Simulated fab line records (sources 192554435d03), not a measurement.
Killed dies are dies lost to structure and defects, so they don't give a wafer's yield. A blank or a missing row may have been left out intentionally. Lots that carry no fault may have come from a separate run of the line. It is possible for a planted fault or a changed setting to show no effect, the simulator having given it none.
Chamber matching | flow n5-finfet | rie-diel-01 running N5_BEOL_M0_SAQP_ETCH_107: 4 sister chambers
The step etches SiNx in CH3F/O2, target depth 30 nm. 4 wafers are shown with their chamber, then 10 later ones without.

== WAFERS PAIRED WITH THEIR CHAMBERS ==
wafer  | chamber | drypump-motor-current-A (A)
L082.3 | 3       | 5.4
L086.3 | 0       | 5.7
L088.3 | 1       | 5.5
L088.5 | 2       | 6.3

== WAFERS WHOSE CHAMBER IS MISSING ==
wafer  | drypump-motor-current-A (A)
L088.6 | 5.4
L092.1 | 6.3
L092.2 | 5.5
L092.3 | 5.4
L096.2 | 5.7
L096.3 | 5.5
L096.6 | 6.3
L097.1 | 6.2
L097.3 | 5.6
L097.6 | 5.6

== CHAMBER TAKEN BY EACH ==
wafer  | from the rows above          | in truth
L088.6 | can't be placed: 3 or 1      | 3
L092.1 | 2                            | 2
L092.2 | can't be placed: 1 or 3      | 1
L092.3 | can't be placed: 3 or 1      | 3
L096.2 | 0                            | 0
L096.3 | can't be placed: 1 or 3      | 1
L096.6 | 2                            | 2
L097.1 | 2                            | 2
L097.3 | can't be placed: 1 or 0 or 3 | 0
L097.6 | can't be placed: 1 or 0 or 3 | 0
Correct placement for 4 of the 10. From these rows, 6 cannot be placed; in 6 the true chamber is one of the candidates. 0 placed wrongly.
How it was worked out, from the rows above alone: a wafer's distance from a chamber is the root of the sum, over the readings, of the square of ((its reading less the chamber's mean) divided by the reading's scatter). The wafer belongs to the nearest chamber; if the next one is less than 2 further off, it can't be placed. A chamber's mean is the mean of its shown wafers. The scatter: root of mean squared gap, hidden wafer to nearest shown wafer, with one shown wafer a chamber.
